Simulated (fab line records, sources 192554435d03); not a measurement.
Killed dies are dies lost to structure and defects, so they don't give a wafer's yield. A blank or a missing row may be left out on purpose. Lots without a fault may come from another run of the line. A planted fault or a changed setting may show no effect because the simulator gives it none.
A struck lot beside a sound one | flow n5_finfet | 15 steps out of a route of 1938
Sound: wafers L169.3, L169.4, L169.6. Struck: wafers L173.1, L173.5. (L173.2 of the same lot was not struck and is left out.) The cause comes at the end.
At each step with rows: each side's tool, then ch and its chambers, then its first start. Under that, the readings that differ: sound wafers | struck wafers | difference of the means | sigmas: that difference in standard deviations of wafers without a fault.
alike: readings whose means differ by less than 2 such deviations, and words and numbers that are the same on both sides. not compared: withheld readings, readings that some wafer has no value for, bounds like >300 that may hide the same value, and numbers for which the record gives no deviation and whose values overlap.
The two part at a step that has a row with sigmas, a row that says differs or no value, or rows on one side only. Numbers that don't overlap but have no deviation are shown without sigmas and don't part them. A reading that every wafer of one side lacks parts them only if that side has two wafers or more.

N5_BEOL_M10_TRENCH_ETCH_37: etches SiCOH lowk in C4F6/O2, target depth 148.83 nm, time 48 s.
  sound on rie_diel-06 ch 0,1,3; struck on rie_diel-05 ch 1
  reading            | sound             | struck      | difference | sigmas
  rf_fwd_power_W (W) | 338.3 341.0 339.4 | 342.6 342.2 | +2.8       | +2
  alike: O2_flow_sccm, drypump_motor_current_A, oes_ar_750_au, oes_f_703_au, oes_product_au, rf_vpp_V, showerhead_plenum_p_Torr, throttle_valve_pct
  not compared: rf_hours_counter_h
N5_BEOL_M10_ETCH_41: etches SiCN in CH3F/O2, target depth 42.6 nm, time 86 s.
  sound on rie_diel-06 ch 0,1,3; struck on rie_diel-05 ch 1
  alike: O2_flow_sccm, drypump_motor_current_A, oes_product_au, rf_fwd_power_W, rf_vpp_V, showerhead_plenum_p_Torr, throttle_valve_pct
  not compared: rf_hours_counter_h
N5_BEOL_M10_STRIP_77: strips in N2/H2, time 10 s.
  sound on rie_diel-06 ch 0,1,3; struck on rie_diel-05 ch 1
  reading          | sound             | struck      | difference | sigmas
  bias_power_w (W) | 7.017 7.025 7.024 | 6.957 6.966 | -0.061     | -3
  alike: drypump_motor_current_A, oes_product_au, rf_vpp_V, showerhead_plenum_p_Torr, throttle_valve_pct
  not compared: rf_hours_counter_h
N5_BEOL_M10_OCD_MEAS_38:
  sound on ocd-01, day 12 04:19; struck on ocd-01, day 14 12:44
  alike: trench_depth_nm
then, 4 steps without rows for these wafers: N5_BEOL_M10_HM_STRIP_39 (strips TiN in peroxide tin strip, target depth 25 nm, time 158 s); N5_BEOL_M10_SRD_40 (time 30 s); N5_BEOL_M10_PRECLEAN_42 (cleans in residue remover, time 60 s); N5_BEOL_M10_SRD_43 (time 30 s).
N5_BEOL_M10_CD_MEAS_35: target cd 70 nm.
  sound on cd_sem-01, day 12 04:28; struck on cd_sem-01, day 14 12:53
  alike: cd_nm
N5_BEOL_M10_CURE_72: cures SiCOH lowk, time 120 s.
  sound on uv_cure-02 ch 0, day 12 04:36; struck on uv_cure-01 ch 1, day 14 12:58
  alike: lamp_power_pct, wafer_temp_C_max
N5_BEOL_M10_DEGAS_44: time 60 s.
  sound on pvd_sputter-01, day 12 04:50; struck on pvd_sputter-03, day 14 13:17
  alike: heater_power_w
then, 1 step without rows for these wafers: N5_BEOL_M10_PRE_CLEAN_45 (time 30 s).
N5_BEOL_M10_ALD_74: deposits TaN, target thk 2 nm, pulse time 2 s, purge time 3 s.
  sound on ald_metal-03 ch 0,1,3, day 12 04:56; struck on ald_metal-03 ch 0,1, day 14 13:26
  reading    | sound    | struck | difference | sigmas
  ald_cycles | 40 40 40 | 43 43  | +3         |
  alike: heater_power_w, precursor_vessel_temp_c
then, 1 step without rows for these wafers: N5_BEOL_M10_SURFACE_TREAT_76.
N5_PASSIVATION_PROBE_49:
  the record has rows for the sound wafers here (prober-02, day 14 13:56) and none for the struck ones

WHERE THEY PART
First at N5_BEOL_M10_TRENCH_ETCH_37; last, within this record, at N5_PASSIVATION_PROBE_49.

WHY: what the simulator had put in
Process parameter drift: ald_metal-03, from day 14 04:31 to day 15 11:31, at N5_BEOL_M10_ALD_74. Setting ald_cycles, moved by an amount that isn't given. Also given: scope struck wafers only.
